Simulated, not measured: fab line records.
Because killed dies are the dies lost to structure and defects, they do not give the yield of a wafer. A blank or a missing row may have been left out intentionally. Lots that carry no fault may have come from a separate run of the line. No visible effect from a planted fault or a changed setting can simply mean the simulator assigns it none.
fab line records ; flow nand-harc
record lots=6; wafers=18; last-day=32
route steps=1302 shown A_BLC@1118 A_M0@1137 END@1302
lots with no fault: from the same line, run without faults
start-h: start of the lot's first displayed wafer, in hours after the record's first day ; wait-h: hours from the lot's prior step to this one ; " unchanged from the row above ; L1.1+2: a row that stands for several wafers ; - either no value or no given start ; * or withheld: withheld ; < > ~ a bound
route shown NAME@n: a module of which the file shows steps, and the number in the route of the first ; usual: mean and standard deviation over wafers with no fault ; same: alike in all rows ; chamber/n: place in a boat ; sites: readings site by site ; _std_site: how widely they spread, as a standard deviation ; _edge_site: the outer-site mean with the inner-site mean subtracted ; radius-mm: for every site, how far away it sits from the centre of the wafer ; mask NAME#n: copy n ; behind: the last tool/chamber to shape the wafer ; hold: what put the lot on hold/how long, in hours/how the hold closed ; device: transistor that didn't switch, given as n, p or np ; end of line: at the end of the route, the tests of the same wafers ; step lacking rows: just its recipe ; killed: at the first sort, the dies lost to defects and structure; wafer yield is something else ; map: a wafer's dies, x killed, . not, _ none there
set.NAME: the run value of the setting; set.NAME@STEP: its run value at that earlier step ; model.NAME: the simulator's own value behind a step, which no gauge read
certain route steps with their lots: each step a table, each wafer a row
services: the hour from which a tool's chamber was out of use, counted from the record's first day as start-h (under 0 if before that day), plus the number of hours and why
## steps
# step NHARC_A_BLC_OVL_MEAS_11
# usual overlay-x-nm=0.2/0.87; overlay-y-nm=-0.1/0.61
lot.wafer;tool;chamber;start-h;wait-h;overlay-x-nm;overlay-y-nm
L349.2;overlay-02;-;556.52;-;-0.4;-1.5
L349.4;overlay-02;-;556.52;-;-0.3;-1.1
L349.6;overlay-02;-;556.52;-;-0.3;-0.9
L351.1;overlay-01;-;604.25;-;0.2;-0.8
L351.2;overlay-01;-;604.25;-;0.3;-0.8
L351.3;overlay-01;-;604.25;-;0.9;-1.1
L355.1;overlay-02;-;616.56;-;0.7;0.3
L355.4;overlay-02;-;616.56;-;0.4;0.0
L355.5;overlay-02;-;616.56;-;0.7;-0.2
L356.1;overlay-02;-;637.82;-;0.3;0.0
L356.5;overlay-02;-;637.82;-;0.4;0.5
L356.6;overlay-02;-;637.82;-;0.3;0.3
L365.2;overlay-02;-;703.23;-;0.1;0.6
L365.3;overlay-02;-;703.23;-;0.2;0.3
L365.6;overlay-02;-;703.23;-;0.6;0.7
L364.1;overlay-02;-;731.86;-;-1.2;-0.7
L364.2;overlay-02;-;731.86;-;-1.6;-0.5
L364.4;overlay-02;-;731.86;-;-1.3;-0.8
# step NHARC_A_BLC_INSPECT_12
# usual raw-defect-count=88/25
lot.wafer;tool;chamber;start-h;wait-h;raw-defect-count
L349.2;defect-inspect-01;-;556.56;0.0;116
L349.4;defect-inspect-01;-;556.56;0.0;112
L349.6;defect-inspect-01;-;556.56;0.0;104
L351.1;defect-inspect-01;-;604.29;0.0;130
L351.2;defect-inspect-01;-;604.29;0.0;127
L351.3;defect-inspect-01;-;604.29;0.0;107
L355.1;defect-inspect-01;-;616.59;0.0;80
L355.4;defect-inspect-01;-;616.59;0.0;79
L355.5;defect-inspect-01;-;616.59;0.0;81
L356.1;defect-inspect-02;-;637.86;0.0;93
L356.5;defect-inspect-02;-;637.86;0.0;97
L356.6;defect-inspect-02;-;637.86;0.0;99
L365.2;defect-inspect-02;-;703.27;0.0;127
L365.3;defect-inspect-02;-;703.27;0.0;121
L365.6;defect-inspect-02;-;703.27;0.0;114
L364.1;defect-inspect-02;-;731.89;0.0;92
L364.2;defect-inspect-02;-;731.89;0.0;113
L364.4;defect-inspect-02;-;731.89;0.0;113
# step NHARC_A_BLC_DESCUM_15
# recipe time-s=3; o2-flow-sccm=200; ar-flow-sccm=0; bias-power-w=0; chemistry=O2
# step NHARC_A_BLC_ETCH_16
# recipe target-depth-a=390; over-etch-frac=0.3; time-s=65; ion-energy-ev=80; cf4-flow-sccm=150; ar-flow-sccm=0; rf-w=300; bias-w=100; chemistry=CF4
# step NHARC_A_BLC_ETCH_17
# recipe target-depth-a=3900; over-etch-frac=0.25; time-s=609.38; ion-energy-ev=200; n2-flow-sccm=150; h2-flow-sccm=150; ar-flow-sccm=0; rf-w=400; bias-w=150; chemistry=N2/H2
# step NHARC_A_BLC_ETCH_18
# recipe target-depth-a=9100; c4f8-flow-sccm=20; o2-flow-sccm=10; ar-flow-sccm=withheld; rf-w=600; bias-w=1500; chemistry=C4F8/O2/Ar
# usual oes-product-au=0.956/0.023; rf-vpp-V=979/5.3
lot.wafer;tool;chamber;start-h;wait-h;oes-product-au;rf-hours-counter-h;rf-vpp-V
L349.2;rie-diel-06;3;-;-;0.990;5;982
L349.4;rie-diel-06;0;-;-;0.980;5;979
L349.6;rie-diel-06;3;-;-;0.985;-;983
L351.1;rie-diel-08;2;-;-;0.932;5;976
L351.3;rie-diel-08;0;-;-;0.950;5;969
L351.2;rie-diel-08;1;-;-;0.942;5;975
L355.4;rie-diel-06;2;-;-;0.921;8;978
L355.1;rie-diel-06;1;-;-;0.911;8;984
L355.5;rie-diel-06;3;-;-;0.926;-;983
L356.1;rie-diel-08;2;-;-;0.921;9;976
L356.5;rie-diel-08;2;-;-;0.922;-;975
L356.6;rie-diel-08;3;-;-;0.917;-;987
L365.3;rie-diel-08;0;-;-;0.938;15;969
L365.2;rie-diel-08;1;-;-;0.923;14;973
L365.6;rie-diel-08;2;-;-;0.931;-;974
L364.2;rie-diel-06;3;-;-;0.977;4;982
L364.1;rie-diel-06;0;-;-;0.962;3;981
L364.4;rie-diel-06;2;-;-;0.967;3;978
# step NHARC_A_BLC_CD_MEAS_19
# usual cd-nm=100.2/2.1
lot.wafer;tool;chamber;start-h;wait-h;cd-nm
L349.2;cd-sem-01;-;557.60;-;101.6
L349.4;cd-sem-01;-;557.60;-;101.3
L349.6;cd-sem-01;-;557.60;-;104.0
L351.1;cd-sem-03;-;605.31;-;100.0
L351.2;cd-sem-03;-;605.31;-;101.3
L351.3;cd-sem-03;-;605.31;-;101.8
L355.1;cd-sem-01;-;617.62;-;97.3
L355.4;cd-sem-01;-;617.62;-;97.6
L355.5;cd-sem-01;-;617.62;-;97.5
L356.1;cd-sem-03;-;638.90;-;101.5
L356.5;cd-sem-03;-;638.90;-;100.3
L356.6;cd-sem-03;-;638.90;-;100.1
L365.2;cd-sem-03;-;704.30;-;103.8
L365.3;cd-sem-03;-;704.30;-;103.3
L365.6;cd-sem-03;-;704.30;-;100.8
L364.1;cd-sem-02;-;732.92;-;98.2
L364.2;cd-sem-02;-;732.92;-;99.7
L364.4;cd-sem-02;-;732.92;-;98.1
# step NHARC_A_BLC_STRIP_29
# recipe cf4-flow-sccm=150; ar-flow-sccm=0; bias-w=0; chemistry=CF4
# step NHARC_A_BLC_STRIP_21
# recipe o2-flow-sccm=500; ar-flow-sccm=0; bias-w=0; chemistry=O2
# step NHARC_A_BLC_STRIP_22
# recipe time-s=600; temp-c=30; chemistry=post-etch-residue-remover
# step NHARC_A_BLC_DEGAS_30
# recipe temp-c=300; time-s=60
# step NHARC_A_BLC_PRE_CLEAN_31
# recipe time-s=15; bias-v=250; gas=Ar
# step NHARC_A_BLC_PVD_32
# recipe target-thk-a=50; chamber-pressure-pa=5; power-w=5000; substrate-temp-c=200; time-s=17.7; material=Ti
# usual throttle-valve-pct=30.5/0.91
lot.wafer;tool;chamber;start-h;wait-h;throttle-valve-pct
L349.2;pvd-sputter-02;-;558.33;-;30.5
L349.4;pvd-sputter-02;-;558.33;-;29.1
L349.6;pvd-sputter-02;-;558.33;-;29.1
L351.3;pvd-sputter-03;-;606.03;-;31.9
L351.2;pvd-sputter-03;-;606.03;-;31.1
L351.1;pvd-sputter-03;-;606.03;-;30.4
L355.1;pvd-sputter-02;-;618.35;-;29.0
L355.4;pvd-sputter-02;-;618.35;-;29.6
L355.5;pvd-sputter-02;-;618.35;-;29.3
L356.1;pvd-sputter-03;-;639.65;-;31.6
L356.5;pvd-sputter-03;-;639.65;-;30.5
L356.6;pvd-sputter-03;-;639.65;-;30.2
L365.3;pvd-sputter-01;-;705.05;-;29.6
L365.2;pvd-sputter-01;-;705.05;-;29.8
L365.6;pvd-sputter-01;-;705.05;-;31.7
L364.4;pvd-sputter-03;-;733.65;-;30.9
L364.1;pvd-sputter-03;-;733.65;-;30.5
L364.2;pvd-sputter-03;-;733.65;-;30.4
# step NHARC_A_BLC_ALD_23
# recipe target-thk-a=30; pulse-time-s=1; ald-cycles=150; temp-c=450; material=TiN
# step NHARC_A_BLC_CVD_24
# recipe target-thk-a=1500; temp-c=300; pressure-torr=40; wf6-flow-sccm=40; h2-flow-sccm=1600; ar-flow-sccm=1560; time-s=434; material=W
# step NHARC_A_BLC_CMP_25
# recipe t-overpolish-s=30; target-thk-nm=150
# usual motor-current-A=11.5/1; overpolish-run-s=29.999/0.0077; time-to-endpoint-s=29.5/2
lot.wafer;tool;chamber;start-h;wait-h;motor-current-A;overpolish-run-s;time-to-endpoint-s
L349.4;cmp-03;1;559.22;0.3;9.5;30.014;30.4
L349.2;cmp-03;2;559.22;0.3;12.4;29.985;30.4
L349.6;cmp-03;3;559.22;0.3;11.4;30.004;28.3
L351.3;cmp-04;1;606.94;0.2;11.8;30.000;30.1
L351.2;cmp-04;3;606.94;0.2;10.7;29.983;28.8
L351.1;cmp-04;0;606.94;0.2;9.5;29.993;30.7
L355.1;cmp-03;2;619.19;0.5;13.9;29.999;30.8
L355.4;cmp-03;1;619.19;0.5;9.7;29.997;30.3
L355.5;cmp-03;2;619.19;0.5;13.7;30.000;29.4
L356.1;cmp-04;1;640.54;0.5;11.3;30.010;30.5
L356.6;cmp-04;2;640.54;0.5;11.6;29.992;28.3
L356.5;cmp-04;3;640.54;0.5;11.5;30.006;28.9
L365.3;cmp-03;2;705.88;0.3;12.7;30.000;25.9
L365.2;cmp-03;0;705.88;0.3;12.2;30.005;28.9
L365.6;cmp-03;2;705.88;0.3;13.3;30.004;27.7
L364.1;cmp-03;0;734.75;0.5;12.5;29.996;32.7
L364.4;cmp-03;2;734.75;0.5;13.6;30.009;30.3
L364.2;cmp-03;3;734.75;0.5;11.2;29.999;29.8
# step NHARC_A_BLC_SRD_27
# step NHARC_A_BLC_INSPECT_28
# usual raw-defect-count=538/100
lot.wafer;tool;chamber;start-h;wait-h;raw-defect-count
L349.2;defect-inspect-01;-;559.57;0.1;568
L349.4;defect-inspect-01;-;559.57;0.1;624
L349.6;defect-inspect-01;-;559.57;0.1;489
L351.1;defect-inspect-02;-;607.35;0.1;668
L351.2;defect-inspect-02;-;607.35;0.1;493
L351.3;defect-inspect-02;-;607.35;0.1;554
L355.1;defect-inspect-02;-;619.60;0.1;707
L355.4;defect-inspect-02;-;619.60;0.1;603
L355.5;defect-inspect-02;-;619.60;0.1;683
L356.1;defect-inspect-02;-;640.87;0.1;493
L356.5;defect-inspect-02;-;640.87;0.1;468
L356.6;defect-inspect-02;-;640.87;0.1;658
L365.2;defect-inspect-01;-;706.30;0.1;655
L365.3;defect-inspect-01;-;706.30;0.1;736
L365.6;defect-inspect-01;-;706.30;0.1;695
L364.1;defect-inspect-02;-;735.15;0.1;429
L364.2;defect-inspect-02;-;735.15;0.1;487
L364.4;defect-inspect-02;-;735.15;0.1;509
# step NHARC_A_M0_DEP_00
# recipe target-thk-a=1500; target-thk-nm=150; temp-c=withheld; pressure-torr=5; flow-sccm=200; rf-w=600; material=SiOC
# step NHARC_A_M0_DEHYDRATE_01
# recipe temp-c=150; time-s=120
# step NHARC_A_M0_HMDS_02
# recipe time-s=30
# step NHARC_A_M0_COAT_33
# recipe temp-c=200; time-s=65
# step NHARC_A_M0_COAT_03
# recipe spin-rpm=1500; resist-thk-nm=90
# step NHARC_A_M0_SOFTBAKE_04
# recipe temp-c=105; time-s=55
# step NHARC_A_M0_EBR_05
# step NHARC_A_M0_EXPOSE_06
# recipe na=1.35; target-cd-nm=80; dose-mj=83.25; mask-id=A_M0
# step NHARC_A_M0_PEB_07
# recipe peb-temp-c=100; peb-time-s=65
# step NHARC_A_M0_DEVELOP_08
# recipe develop-time-s=35; dev-temp-c=23
# step NHARC_A_M0_CD_MEAS_09
# recipe target-cd-nm=80; landing-energy-ev=500
# usual cd-nm=80.2/0.61
# same landing-energy-ev=500
lot.wafer;tool;chamber;start-h;wait-h;cd-nm
L349.2;cd-sem-03;0;560.47;-;80.9
L349.4;cd-sem-03;0;560.47;-;80.3
L349.6;cd-sem-03;0;560.47;-;80.3
L351.2;cd-sem-03;0;608.25;-;80.8
L351.3;cd-sem-03;0;608.25;-;80.2
L355.1;cd-sem-01;0;620.37;-;81.3
L355.4;cd-sem-01;0;620.37;-;80.6
L355.5;cd-sem-01;0;620.37;-;81.5
L356.5;cd-sem-03;0;641.81;-;81.0
L365.2;cd-sem-02;0;707.33;-;80.5
L365.3;cd-sem-02;0;707.33;-;80.8
L365.6;cd-sem-02;0;707.33;-;80.3
L364.1;cd-sem-02;0;736.06;-;79.2
L364.2;cd-sem-02;0;736.06;-;79.9
L364.4;cd-sem-02;0;736.06;-;79.0
# step NHARC_A_M0_OVL_MEAS_10
# recipe pitch-nm=160
# usual overlay-x-nm=0.1/0.79; overlay-y-nm=0.1/0.93
lot.wafer;tool;chamber;start-h;wait-h;overlay-x-nm;overlay-y-nm
L349.2;overlay-02;-;560.56;-;1.9;-1.5
L349.4;overlay-02;-;560.56;-;2.1;-0.7
L349.6;overlay-02;-;560.56;-;2.4;-0.4
L351.2;overlay-02;-;608.34;-;-0.7;0.4
L351.3;overlay-02;-;608.34;-;-1.0;0.1
L355.1;overlay-01;-;620.45;-;0.5;-0.4
L355.4;overlay-01;-;620.45;-;0.4;-0.3
L355.5;overlay-01;-;620.45;-;1.2;-0.3
L356.5;overlay-01;-;641.90;-;0.1;-1.6
L365.2;overlay-02;-;707.42;-;-0.9;0.7
L365.3;overlay-02;-;707.42;-;-1.1;0.3
L365.6;overlay-02;-;707.42;-;-0.9;0.3
L364.1;overlay-02;-;736.14;-;0.1;-0.5
L364.2;overlay-02;-;736.14;-;0.7;-0.4
L364.4;overlay-02;-;736.14;-;0.4;-0.1
# step NHARC_A_M0_INSPECT_11
# usual raw-defect-count=88/25
lot.wafer;tool;chamber;start-h;wait-h;raw-defect-count
L349.2;defect-inspect-02;-;560.60;0.0;118
L349.4;defect-inspect-02;-;560.60;0.0;115
L349.6;defect-inspect-02;-;560.60;0.0;114
L351.2;defect-inspect-02;-;608.37;0.0;129
L351.3;defect-inspect-02;-;608.37;0.0;105
L355.1;defect-inspect-02;-;620.49;0.0;78
L355.4;defect-inspect-02;-;620.49;0.0;87
L355.5;defect-inspect-02;-;620.49;0.0;84
L356.5;defect-inspect-02;-;641.94;0.0;95
L365.2;defect-inspect-02;-;707.46;0.0;123
L365.3;defect-inspect-02;-;707.46;0.0;113
L365.6;defect-inspect-02;-;707.46;0.0;116
L364.1;defect-inspect-02;-;736.18;0.0;96
L364.2;defect-inspect-02;-;736.18;0.0;112
L364.4;defect-inspect-02;-;736.18;0.0;112
# step NHARC_A_M0_DESCUM_14
# recipe time-s=3; o2-flow-sccm=200; ar-flow-sccm=0; bias-power-w=0; chemistry=O2
# usual drypump-motor-current-A=5.8/0.4; mfc-ar-sccm=0.003/0.0035; oes-product-au=1.003/0.0092; rf-vpp-V=57.8/0.81; showerhead-plenum-p-Torr=1.93/0.085; throttle-valve-pct=11.310/0.0085
lot.wafer;tool;chamber;start-h;wait-h;drypump-motor-current-A;mfc-ar-sccm;oes-product-au;rf-hours-counter-h;rf-vpp-V;showerhead-plenum-p-Torr;throttle-valve-pct
L349.2;rie-diel-10;0;560.66;0.1;5.3;0.006;1.003;6.2;57.5;2.02;11.319
L349.4;rie-diel-10;1;560.66;0.1;6.2;0.008;1.005;6.0;58.3;1.95;11.294
L349.6;rie-diel-10;0;560.66;0.1;5.4;0.006;1.012;-;58.5;2.02;11.315
L351.2;rie-diel-02;3;608.43;0.1;5.5;0;0.995;1.3;56.4;1.82;11.304
L351.3;rie-diel-02;1;608.43;0.1;4.9;0;0.986;0.8;58.2;1.85;11.301
L355.1;rie-diel-10;1;620.55;0.1;6.3;0.008;1.001;0.3;56.7;1.95;11.317
L355.4;rie-diel-10;2;620.55;0.1;6.0;0;0.993;0.4;57.3;1.79;11.313
L355.5;rie-diel-10;1;620.55;0.1;6.2;0.008;1.003;-;59.4;1.95;11.317
L356.5;rie-diel-10;3;642.03;0.1;5.9;0.002;0.988;-;58.3;1.95;11.316
L365.3;rie-diel-10;2;707.53;0.1;6.0;0;1.007;5.8;57.5;1.79;11.306
L365.2;rie-diel-10;3;707.53;0.1;5.9;0.002;0.998;5.2;57.9;1.95;11.318
L365.6;rie-diel-10;1;707.53;0.1;6.2;0.008;1.007;-;57.3;1.95;11.315
L364.4;rie-diel-13;3;736.25;0.1;5.1;0;1.004;0.3;56.2;1.97;11.311
L364.2;rie-diel-13;0;736.25;0.1;6.1;0;0.989;0.6;56.5;1.85;11.296
L364.1;rie-diel-13;1;736.25;0.1;5.5;0;0.998;0.6;59.1;1.98;11.306
# step NHARC_A_M0_ETCH_34
# recipe target-depth-a=400; overetch-a=120; time-s=43.94; ion-energy-ev=200; n2-flow-sccm=150; h2-flow-sccm=150; ar-flow-sccm=0; rf-w=400; bias-w=150; chemistry=N2/H2
# step NHARC_A_M0_ETCH_15
# recipe target-depth-a=1500; overetch-a=150; time-s=82.5; c4f8-flow-sccm=withheld; ar-flow-sccm=400; rf-w=600; bias-w=300; chemistry=C4F8/Ar
# step NHARC_A_M0_CD_MEAS_16
# usual cd-nm=80.2/0.69
lot.wafer;tool;chamber;start-h;wait-h;cd-nm
L349.2;cd-sem-01;-;560.96;-;80.9
L349.4;cd-sem-01;-;560.96;-;80.3
L349.6;cd-sem-01;-;560.96;-;81.1
L351.2;cd-sem-02;-;608.74;-;80.6
L351.3;cd-sem-02;-;608.74;-;79.8
L355.1;cd-sem-03;-;620.85;-;81.0
L355.4;cd-sem-03;-;620.85;-;80.4
L355.5;cd-sem-03;-;620.85;-;80.8
L356.5;cd-sem-03;-;642.31;-;80.1
L365.2;cd-sem-01;-;707.82;-;80.4
L365.3;cd-sem-01;-;707.82;-;81.2
L365.6;cd-sem-01;-;707.82;-;80.1
L364.1;cd-sem-01;-;736.54;-;79.1
L364.2;cd-sem-01;-;736.54;-;79.3
L364.4;cd-sem-01;-;736.54;-;79.0
# step NHARC_A_M0_STRIP_18
# recipe power-w=1000; n2-flow-sccm=150; h2-flow-sccm=150; ar-flow-sccm=0; bias-w=0; chemistry=N2/H2
# step NHARC_A_M0_STRIP_19
# recipe time-s=600; temp-c=30; chemistry=post-etch-residue-remover
# step NHARC_A_M0_DEGAS_28
# recipe temp-c=250; time-s=60
# usual heater-power-w=342/35
lot.wafer;tool;chamber;start-h;wait-h;heater-power-w
L349.4;pvd-sputter-01;-;561.57;-;315
L349.2;pvd-sputter-01;-;561.57;-;357
L349.6;pvd-sputter-01;-;561.57;-;359
L351.3;pvd-sputter-03;-;609.35;-;335
L351.2;pvd-sputter-03;-;609.35;-;326
L355.4;pvd-sputter-02;-;621.49;-;305
L355.1;pvd-sputter-02;-;621.49;-;343
L355.5;pvd-sputter-02;-;621.49;-;433
L356.5;pvd-sputter-03;-;642.94;-;328
L365.3;pvd-sputter-01;-;708.43;-;357
L365.2;pvd-sputter-01;-;708.43;-;305
L365.6;pvd-sputter-01;-;708.43;-;292
L364.4;pvd-sputter-02;-;737.16;-;331
L364.2;pvd-sputter-02;-;737.16;-;323
L364.1;pvd-sputter-02;-;737.16;-;442
# step NHARC_A_M0_PRE_CLEAN_29
# recipe time-s=30; temp-c=280; gas=H2/He
# step NHARC_A_M0_PVD_20
# recipe target-thk-a=50; bias-v=168.6; power-w=15000; chamber-pressure-pa=0.12; time-s=8.06; substrate-temp-c=50; material=TaN
# step NHARC_A_M0_PVD_21
# recipe target-thk-a=300; chamber-pressure-pa=5; power-w=5000; substrate-temp-c=30; time-s=20.49; material=Cu
# usual throttle-valve-pct=30.5/0.89
lot.wafer;tool;chamber;start-h;wait-h;throttle-valve-pct
L349.2;pvd-sputter-01;-;-;-;32.7
L349.4;pvd-sputter-01;-;-;-;30.7
L349.6;pvd-sputter-01;-;-;-;32.5
L351.2;pvd-sputter-03;-;-;-;30.6
L351.3;pvd-sputter-03;-;-;-;30.7
L355.1;pvd-sputter-02;-;-;-;30.3
L355.4;pvd-sputter-02;-;-;-;29.4
L355.5;pvd-sputter-02;-;-;-;30.3
L356.5;pvd-sputter-03;-;-;-;30.2
L365.2;pvd-sputter-01;-;-;-;31.9
L365.3;pvd-sputter-01;-;-;-;30.0
L365.6;pvd-sputter-01;-;-;-;31.6
L364.4;pvd-sputter-02;-;-;-;29.6
L364.1;pvd-sputter-02;-;-;-;29.8
L364.2;pvd-sputter-02;-;-;-;29.3
# step NHARC_END_SORT_01
# recipe temp-c=25
# usual killed-at-array=62/15; killed-at-other=0.8/1; killed-at-periphery=3.7/2.6; killed-dies=66/15; killed-open=3.1/1.8; killed-short=2.6/1.7
# same gross-dies=677
lot.wafer;tool;chamber;start-h;wait-h;killed-at-array;killed-at-other;killed-at-periphery;killed-dies;killed-open;killed-short
L351.1;prober-02;0;647.49;2.5;675;2;0;677;1;1
L356.1;prober-01;0;682.31;2.5;674;0;3;677;2;1
L356.6;prober-01;0;686.33;4.0;676;0;1;677;8;1
# killed by level:class
L351.1 A_BLC:area-pvd=597 A_SLIT:chamber-film-flake=36 A_CHANNEL_HOLE_D2:chamber-film-flake=33 A_STAIRCASE:chamber-film-flake=4 A_M0:chamber-film-flake=2 THIN_TSV:chamber-film-flake=2 A_CHANNEL_FILL_D1:geometric-particle:short=1 A_ONON_D2:geometric-particle:open=1
L356.1 A_BLC:area-pvd=615 A_CHANNEL_HOLE_D1:chamber-film-flake=25 A_CHANNEL_HOLE_D2:chamber-film-flake=16 A_CONTACT:chamber-film-flake=6 A_SLIT:chamber-film-flake=3 A_STAIRCASE:chamber-film-flake=2 A_WL_FILL:chamber-film-flake=2 A_M1:chamber-film-flake=2
L356.6 A_BLC:area-pvd=598 A_CHANNEL_HOLE_D1:chamber-film-flake=39 A_CHANNEL_HOLE_D2:chamber-film-flake=19 A_CONTACT:chamber-film-flake=9 A_ONON_D1:geometric-particle:open=2 A_BLC:geometric-particle:open=2 A_CHANNEL_FILL_D1:geometric-particle:open=1 A_DECK1_JOINT:geometric-particle:open=1
# map L351.1 (x killed, . not)
____________x____________
_________xxxxxxx_________
_______xxxxxxxxxxx_______
______xxxxxxxxxxxxx______
_____xxxxxxxxxxxxxxx_____
____xxxxxxxxxxxxxxxxx____
____xxxxxxxxxxxxxxxxx____
___xxxxxxxxxxxxxxxxxxx___
___xxxxxxxxxxxxxxxxxxx___
__xxxxxxxxxxxxxxxxxxxxx__
__xxxxxxxxxxxxxxxxxxxxx__
_xxxxxxxxxxxxxxxxxxxxxxx_
_xxxxxxxxxxxxxxxxxxxxxxx_
_xxxxxxxxxxxxxxxxxxxxxxx_
_xxxxxxxxxxxxxxxxxxxxxxx_
_xxxxxxxxxxxxxxxxxxxxxxx_
xxxxxxxxxxxxxxxxxxxxxxxxx
xxxxxxxxxxxxxxxxxxxxxxxxx
xxxxxxxxxxxxxxxxxxxxxxxxx
xxxxxxxxxxxxxxxxxxxxxxxxx
xxxxxxxxxxxxxxxxxxxxxxxxx
_xxxxxxxxxxxxxxxxxxxxxxx_
_xxxxxxxxxxxxxxxxxxxxxxx_
_xxxxxxxxxxxxxxxxxxxxxxx_
_xxxxxxxxxxxxxxxxxxxxxxx_
_xxxxxxxxxxxxxxxxxxxxxxx_
__xxxxxxxxxxxxxxxxxxxxx__
__xxxxxxxxxxxxxxxxxxxxx__
___xxxxxxxxxxxxxxxxxxx___
___xxxxxxxxxxxxxxxxxxx___
____xxxxxxxxxxxxxxxxx____
____xxxxxxxxxxxxxxxxx____
_____xxxxxxxxxxxxxxx_____
______xxxxxxxxxxxxx______
_______xxxxxxxxxxx_______
_________xxxxxxx_________
____________x____________
# map L356.1 (x killed, . not)
____________x____________
_________xxxxxxx_________
_______xxxxxxxxxxx_______
______xxxxxxxxxxxxx______
_____xxxxxxxxxxxxxxx_____
____xxxxxxxxxxxxxxxxx____
____xxxxxxxxxxxxxxxxx____
___xxxxxxxxxxxxxxxxxxx___
___xxxxxxxxxxxxxxxxxxx___
__xxxxxxxxxxxxxxxxxxxxx__
__xxxxxxxxxxxxxxxxxxxxx__
_xxxxxxxxxxxxxxxxxxxxxxx_
_xxxxxxxxxxxxxxxxxxxxxxx_
_xxxxxxxxxxxxxxxxxxxxxxx_
_xxxxxxxxxxxxxxxxxxxxxxx_
_xxxxxxxxxxxxxxxxxxxxxxx_
xxxxxxxxxxxxxxxxxxxxxxxxx
xxxxxxxxxxxxxxxxxxxxxxxxx
xxxxxxxxxxxxxxxxxxxxxxxxx
xxxxxxxxxxxxxxxxxxxxxxxxx
xxxxxxxxxxxxxxxxxxxxxxxxx
_xxxxxxxxxxxxxxxxxxxxxxx_
_xxxxxxxxxxxxxxxxxxxxxxx_
_xxxxxxxxxxxxxxxxxxxxxxx_
_xxxxxxxxxxxxxxxxxxxxxxx_
_xxxxxxxxxxxxxxxxxxxxxxx_
__xxxxxxxxxxxxxxxxxxxxx__
__xxxxxxxxxxxxxxxxxxxxx__
___xxxxxxxxxxxxxxxxxxx___
___xxxxxxxxxxxxxxxxxxx___
____xxxxxxxxxxxxxxxxx____
____xxxxxxxxxxxxxxxxx____
_____xxxxxxxxxxxxxxx_____
______xxxxxxxxxxxxx______
_______xxxxxxxxxxx_______
_________xxxxxxx_________
____________x____________
## services
tool;chamber;start-h;hours;kind
rie-diel-10;3;534.67;4.1;repair
rie-diel-10;2;538.61;5.5;repair
rie-diel-08;-;544.80;9.0;pm
pvd-sputter-03;-;548.23;4.0;repair
cmp-03;-;554.24;4.0;pm
rie-diel-10;1;562.81;3.9;repair
pvd-sputter-02;-;566.26;2.7;repair
rie-diel-08;3;568.21;3.0;repair
rie-diel-10;-;582.01;0.2;repair
rie-diel-10;1;583.64;6.0;repair
pvd-sputter-01;-;584.22;10.0;pm
cmp-03;-;591.50;5.3;repair
rie-diel-10;-;596.51;9.0;pm
rie-diel-06;-;605.15;0.4;repair
pvd-sputter-01;-;628.54;2.7;repair
pvd-sputter-02;-;646.78;10.0;pm
cmp-03;-;652.24;4.0;pm
cmp-03;-;674.03;2.3;repair
pvd-sputter-03;-;696.28;2.2;repair
pvd-sputter-03;-;704.16;10.0;pm
rie-diel-10;3;714.20;7.8;repair
cmp-03;-;718.48;7.0;repair
rie-diel-10;1;718.69;11.0;repair
pvd-sputter-02;-;732.28;1.7;repair
## key
first-sign step=NHARC_END_SORT_01; reading=killed-at-array; direction=up; sigmas=40; usual=62; struck=675
effect step=NHARC_END_SORT_01; reading=killed-dies; direction=up; sigmas=39; usual=66; struck=677
more-kills-born-at NHARC_A_BLC_PVD_32@pvd-sputter-03=1810
met-at NHARC_A_BLC_PVD_32
struck-wafers L351.1,L356.1,L356.6
later-rows-left-out L351.1,L356.1,L356.6
tester-left-out L351,L356
fault kind=process-parameter-drift; tool=pvd-sputter-03; chamber=-; onset-h=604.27; steps=NHARC_A_BLC_PVD_32; channel=target-thk-a; offset=*; shape=step; end-h=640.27; scope=struck-wafers-only; acts-in=*; stated=*
# tester-left-out: of these lots the tester's yield and bins aren't shown, on N5 and GAA mostly nor the transistor test; their killed dies are dies lost to structure and defects alone, not to doping, threshold or leakage, so they don't give the yield
# later-rows-left-out: the simulator's readings of these wafers behind a module that went badly wrong aren't trusted and aren't shown, but for the sort
